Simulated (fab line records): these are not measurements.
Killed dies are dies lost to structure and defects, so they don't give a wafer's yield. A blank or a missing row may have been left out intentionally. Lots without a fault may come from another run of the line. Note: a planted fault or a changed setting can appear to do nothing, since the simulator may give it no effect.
fab line records -- flow n5_finfet -- part 2 of 2: steps 19 to 28 of 28
record lots=5, wafers=15, last_day=17
route steps=1938 shown BEOL_M3@962
lots that met no fault: taken from a fault-free run of the same line
start_h: start of the lot's first displayed wafer, in hours after the record's first day -- wait_h: time in hours since the lot's previous step -- " unchanged from the row above -- L1.1+2: one row covering several wafers at once -- - no value, or no start was given -- * or withheld: withheld -- < > ~ a bound
route shown NAME@n: a module of which the file shows steps, and the number in the route of the first -- usual: mean and standard deviation over wafers with no fault -- same: alike in all rows -- chamber/n: place in a boat -- sites: each site's reading -- _std_site: the standard deviation of these -- _edge_site: mean of outer sites minus mean of inner sites -- radius_mm: for every site, how far away it sits from the centre of the wafer -- mask NAME#n: copy n -- behind: tool/chamber where the wafer was last shaped -- hold: why the lot went on hold/how many hours it stayed there/how the hold came to an end -- device: transistor that didn't switch, given as n, p or np -- end of line: the tests these same wafers got at the end of their route -- a step given without rows: its recipe and nothing more -- killed: at the first sort, the dies lost to defects and structure; wafer yield is something else -- map: per-die view of a wafer (x killed, . not killed, _ where there is no die)
set.NAME: the setting the step ran with; set.NAME@STEP: the setting that earlier step ran with -- model.NAME: the simulator's own value behind a step, which no gauge read
lots seen at some steps along the route; tables by step, rows by wafer
services: from which hour (start_h, from the record's first day; less than 0 if before it) a tool's chamber was out of use, for how many hours, and why
## steps
# step N5_BEOL_M3_TRENCH_ETCH_37
# recipe chemistry=C4F6/O2, target_depth_a=555.55, target=SiOC, time_s=29.2, ion_energy_ev=250, pressure_mtorr=30, source_w=355, bias_w=185, Ar_flow_sccm=300, C4F6_flow_sccm=10, O2_flow_sccm=10
# usual drypump_motor_current_A=5.9/0.54, oes_product_au=0.77/0.096, rf_vpp_V=670/32, showerhead_plenum_p_Torr=2.84/0.1, throttle_valve_pct=20.92/0.29
lot.wafer,tool,chamber,start_h,wait_h,drypump_motor_current_A,oes_product_au,rf_hours_counter_h,rf_vpp_V,showerhead_plenum_p_Torr,throttle_valve_pct
L084.1,rie_diel-01,2,-,-,5.7,0.71,243,703,2.80,21.28
L084.5,rie_diel-01,1,-,-,6.6,0.68,-,619,2.71,20.59
L084.6,rie_diel-01,0,-,-,5.5,0.89,-,668,2.89,20.57
L088.1,rie_diel-03,0,-,-,5.6,0.71,236,646,2.95,21.47
L088.3,rie_diel-03,3,-,-,5.1,0.72,215,675,2.78,20.84
L088.6,rie_diel-03,2,-,-,5.3,0.70,-,646,2.93,21.21
L090.1,rie_diel-01,0,-,-,5.6,0.84,50,667,2.88,20.56
L090.2,rie_diel-01,1,-,-,6.6,0.67,247,619,2.70,20.62
L090.5,rie_diel-01,0,-,-,5.6,0.83,-,668,2.88,20.58
L093.2,rie_diel-03,1,-,-,5.7,0.73,211,659,2.71,21.11
L093.3,rie_diel-03,2,-,-,5.3,1.01,1,644,2.92,20.77
L093.5,rie_diel-03,0,-,-,5.6,0.70,-,646,2.94,21.47
L092.2,rie_diel-03,1,-,-,5.7,0.72,214,658,2.71,21.11
L092.5,rie_diel-03,1,-,-,5.7,0.73,-,659,2.71,21.12
L092.6,rie_diel-03,2,-,-,5.3,0.99,-,645,2.92,20.75
# step N5_BEOL_M3_ETCH_41
# recipe chemistry=CH3F/O2, target=SiCN, target_depth_a=299, taper_deg=2, time_s=52.5, ion_energy_ev=120, mask_material=TiN, pressure_mtorr=30, source_w=395, bias_w=75, Ar_flow_sccm=150, CH3F_flow_sccm=30, O2_flow_sccm=20
# usual drypump_motor_current_A=5.9/0.54, oes_product_au=0.77/0.095, rf_vpp_V=297.2/1.6, showerhead_plenum_p_Torr=2.00/0.073, throttle_valve_pct=16.39/0.29
lot.wafer,tool,chamber,start_h,wait_h,drypump_motor_current_A,oes_product_au,rf_hours_counter_h,rf_vpp_V,showerhead_plenum_p_Torr,throttle_valve_pct
L084.1,rie_diel-01,2,-,-,5.7,0.72,243,296.8,1.97,16.81
L084.5,rie_diel-01,1,-,-,6.6,0.69,-,295.2,1.90,16.13
L084.6,rie_diel-01,0,-,-,5.6,0.87,-,297.5,2.03,16.04
L088.1,rie_diel-03,0,-,-,5.6,0.72,236,297.8,2.07,16.89
L088.3,rie_diel-03,3,-,-,5.1,0.73,215,296.4,1.95,16.42
L088.6,rie_diel-03,2,-,-,5.3,0.70,-,298.6,2.05,16.63
L090.1,rie_diel-01,0,-,-,5.5,0.85,50,300.1,2.03,16.07
L090.2,rie_diel-01,1,-,-,6.6,0.67,247,295.3,1.89,16.15
L090.5,rie_diel-01,0,-,-,5.5,0.85,-,298.3,2.03,16.08
L093.2,rie_diel-03,1,-,-,5.7,0.74,211,295.7,1.90,16.59
L093.3,rie_diel-03,2,-,-,5.3,1.01,1,297.5,2.05,16.12
L093.5,rie_diel-03,0,-,-,5.7,0.70,-,296.4,2.07,16.91
L092.2,rie_diel-03,1,-,-,5.7,0.73,214,295.7,1.90,16.60
L092.5,rie_diel-03,1,-,-,5.7,0.73,-,296.1,1.90,16.59
L092.6,rie_diel-03,2,-,-,5.3,1.00,-,298.0,2.05,16.13
# step N5_BEOL_M3_STRIP_97
# recipe chemistry=N2/H2, time_s=10, power_w=450, temp_c=40, pressure_mtorr=20, rf_frequency_hz=6e+07, bias_power_w=7, n2_flow_sccm=200, h2_flow_sccm=200
# usual drypump_motor_current_A=5.9/0.54, oes_product_au=0.77/0.1, rf_vpp_V=59.3/0.95, showerhead_plenum_p_Torr=2.53/0.088, throttle_valve_pct=23.6/0.37
lot.wafer,tool,chamber,start_h,wait_h,drypump_motor_current_A,oes_product_au,rf_hours_counter_h,rf_vpp_V,showerhead_plenum_p_Torr,throttle_valve_pct
L084.1,rie_diel-01,2,-,-,5.7,0.70,243,57.4,2.48,23.9
L084.5,rie_diel-01,1,-,-,6.6,0.67,-,59.3,2.39,23.2
L084.6,rie_diel-01,0,-,-,5.6,0.89,-,60.1,2.57,23.1
L088.1,rie_diel-03,0,-,-,5.7,0.70,236,59.3,2.61,24.0
L088.3,rie_diel-03,3,-,-,5.1,0.73,215,61.0,2.52,23.8
L088.6,rie_diel-03,2,-,-,5.3,0.69,-,60.8,2.58,23.7
L090.1,rie_diel-01,0,-,-,5.6,0.87,50,58.9,2.57,23.1
L090.2,rie_diel-01,1,-,-,6.6,0.66,247,59.3,2.39,23.2
L090.5,rie_diel-01,0,-,-,5.6,0.86,-,58.9,2.57,23.1
L093.2,rie_diel-03,1,-,-,5.7,0.74,211,57.8,2.43,24.1
L093.3,rie_diel-03,2,-,-,5.3,1.03,1,57.7,2.58,23.2
L093.5,rie_diel-03,0,-,-,5.7,0.70,-,60.2,2.60,24.0
L092.2,rie_diel-03,1,-,-,5.7,0.74,214,58.3,2.43,24.1
L092.5,rie_diel-03,1,-,-,5.7,0.73,-,58.0,2.43,24.1
L092.6,rie_diel-03,2,-,-,5.3,0.99,-,59.2,2.58,23.2
# step N5_BEOL_M3_OCD_MEAS_38
# usual trench_depth_nm=55.7/0.95
lot.wafer,tool,chamber,start_h,wait_h,trench_depth_nm
L084.1,ocd-02,-,205.69,-,56.5
L084.5,ocd-02,-,205.69,-,54.5
L084.6,ocd-02,-,205.69,-,56.0
L088.1,ocd-02,-,231.06,-,55.4
L088.3,ocd-02,-,231.06,-,57.1
L088.6,ocd-02,-,231.06,-,56.7
L090.1,ocd-02,-,243.50,-,55.0
L090.2,ocd-02,-,243.50,-,54.5
L090.5,ocd-02,-,243.50,-,54.5
L093.2,ocd-02,-,265.57,-,56.8
L093.3,ocd-02,-,265.57,-,56.3
L093.5,ocd-02,-,265.57,-,55.0
L092.2,ocd-02,-,277.96,-,56.6
L092.5,ocd-02,-,277.96,-,57.0
L092.6,ocd-02,-,277.96,-,55.6
# step N5_BEOL_M3_HM_STRIP_39
# recipe chemistry=peroxide_tin_strip, material=TiN, target_depth_a=250, temp_c=50, time_s=158
lot.wafer,tool,chamber,start_h,wait_h
L084.1+5+6,wet_bench-02,"4,3,1",205.72,0.0
L088.1+3+6,wet_bench-02,"2,7,4",231.09,0.0
L090.1+2+5,wet_bench-02,"7,4,5",243.53,0.0
L093.2+3+5,wet_bench-03,"2,1,3",265.60,0.0
L092.2+5+6,wet_bench-04,"0,6,3",277.99,0.0
# step N5_BEOL_M3_SRD_40
# recipe time_s=30, temp_c=23, rinse_liquid=diw, dry=ipa_marangoni
lot.wafer,tool,chamber,start_h,wait_h
L084.1+5+6,wet_bench-02,"4,3,1",205.77,0.0
L088.1+3+6,wet_bench-02,"2,7,4",231.14,0.0
L090.1+2+5,wet_bench-02,"7,4,5",243.58,0.0
L093.2+3+5,wet_bench-03,"2,1,3",265.64,0.0
L092.2+5+6,wet_bench-04,"0,6,3",278.04,0.0
# step N5_BEOL_M3_PRECLEAN_42
# recipe chemistry=residue_remover, time_s=60, temp_c=40
lot.wafer,tool,chamber,start_h,wait_h
L084.1+5+6,wet_bench-02,"4,3,1",205.78,0.0
L088.1+3+6,wet_bench-02,"2,7,4",231.15,0.0
L090.1+2+5,wet_bench-02,"7,4,5",243.59,0.0
L093.2+3+5,wet_bench-03,"2,1,3",265.66,0.0
L092.2+5+6,wet_bench-04,"0,6,3",278.06,0.0
# step N5_BEOL_M3_SRD_43
# recipe time_s=30, temp_c=23, rinse_liquid=diw, dry=ipa_marangoni
lot.wafer,tool,chamber,start_h,wait_h
L084.1+5+6,wet_bench-02,"4,3,1",205.80,0.0
L088.1+3+6,wet_bench-02,"2,7,4",231.17,0.0
L090.1+2+5,wet_bench-02,"7,4,5",243.61,0.0
L093.2+3+5,wet_bench-03,"2,1,3",265.68,0.0
L092.2+5+6,wet_bench-04,"0,6,3",278.07,0.0
# step N5_BEOL_M3_CD_MEAS_35
# recipe target_cd_nm=18, target_cd_y_nm=21, polarity=opening
# usual cd_nm=17.9/0.45
lot.wafer,tool,chamber,start_h,wait_h,cd_nm
L084.1,cd_sem-01,-,205.84,0.0,17.6
L084.5,cd_sem-01,-,205.84,0.0,18.3
L084.6,cd_sem-01,-,205.84,0.0,18.1
L088.1,cd_sem-01,-,231.21,0.0,18.3
L088.3,cd_sem-01,-,231.21,0.0,17.6
L088.6,cd_sem-01,-,231.21,0.0,18.0
L090.1,cd_sem-02,-,243.65,0.0,17.7
L090.2,cd_sem-02,-,243.65,0.0,18.0
L090.5,cd_sem-02,-,243.65,0.0,17.5
L093.2,cd_sem-02,-,265.72,0.0,18.1
L093.3,cd_sem-02,-,265.72,0.0,17.8
L093.5,cd_sem-02,-,265.72,0.0,17.8
L092.2,cd_sem-02,-,278.12,0.0,17.1
L092.5,cd_sem-02,-,278.12,0.0,17.0
L092.6,cd_sem-02,-,278.12,0.0,17.8
# step N5_BEOL_M3_DEGAS_44
# recipe ambient=vacuum, temp_c=250, time_s=60
# usual heater_power_w=328/27
lot.wafer,tool,chamber,start_h,wait_h,heater_power_w
L084.1,pvd_sputter-03,-,206.02,0.2,310
L084.5,pvd_sputter-03,-,206.02,0.2,337
L084.6,pvd_sputter-03,-,206.02,0.2,355
L088.1,pvd_sputter-01,-,231.41,0.2,343
L088.3,pvd_sputter-01,-,231.41,0.2,327
L088.6,pvd_sputter-01,-,231.41,0.2,293
L090.1,pvd_sputter-01,-,243.79,0.1,329
L090.2,pvd_sputter-01,-,243.79,0.1,342
L090.5,pvd_sputter-01,-,243.79,0.1,281
L093.2,pvd_sputter-03,-,266.00,0.3,352
L093.3,pvd_sputter-03,-,266.00,0.3,303
L093.5,pvd_sputter-03,-,266.00,0.3,346
L092.2,pvd_sputter-03,-,278.32,0.2,352
L092.5,pvd_sputter-03,-,278.32,0.2,352
L092.6,pvd_sputter-03,-,278.32,0.2,315
## services
tool,chamber,start_h,hours,kind
euv_scanner-01,-,175.46,4.6,pm
ald_sin-04,-,179.19,14.0,pm
euv_scanner-02,-,183.49,1.0,pm
euv_scanner-02,-,193.67,0.5,repair
ald_sin-02,3,202.23,16.0,repair
euv_scanner-02,-,204.32,4.6,pm
rie_diel-02,-,204.96,14.6,pm
euv_scanner-01,-,208.91,1.0,pm
rie_diel-01,3,218.89,5.0,repair
ald_sin-04,0,220.84,3.6,repair
rie_diel-02,0,225.17,5.2,repair
euv_scanner-01,-,236.38,5.8,pm
rie_diel-01,2,237.75,12.4,repair
ald_sin-04,-,241.78,0.4,repair
euv_scanner-02,-,242.16,1.0,pm
rie_diel-03,2,244.14,-,clean
rie_diel-03,2,244.14,-,consumable_replace:focus_ring
rie_diel-03,2,244.14,16.8,scheduled_down
rie_diel-03,2,244.14,16.8,vent_cycle
euv_scanner-02,-,251.95,6.2,pm
euv_scanner-01,-,258.46,1.8,repair
euv_scanner-01,-,262.94,1.0,pm
ald_sin-02,-,268.25,14.0,pm
ald_sin-04,0,274.28,15.9,repair
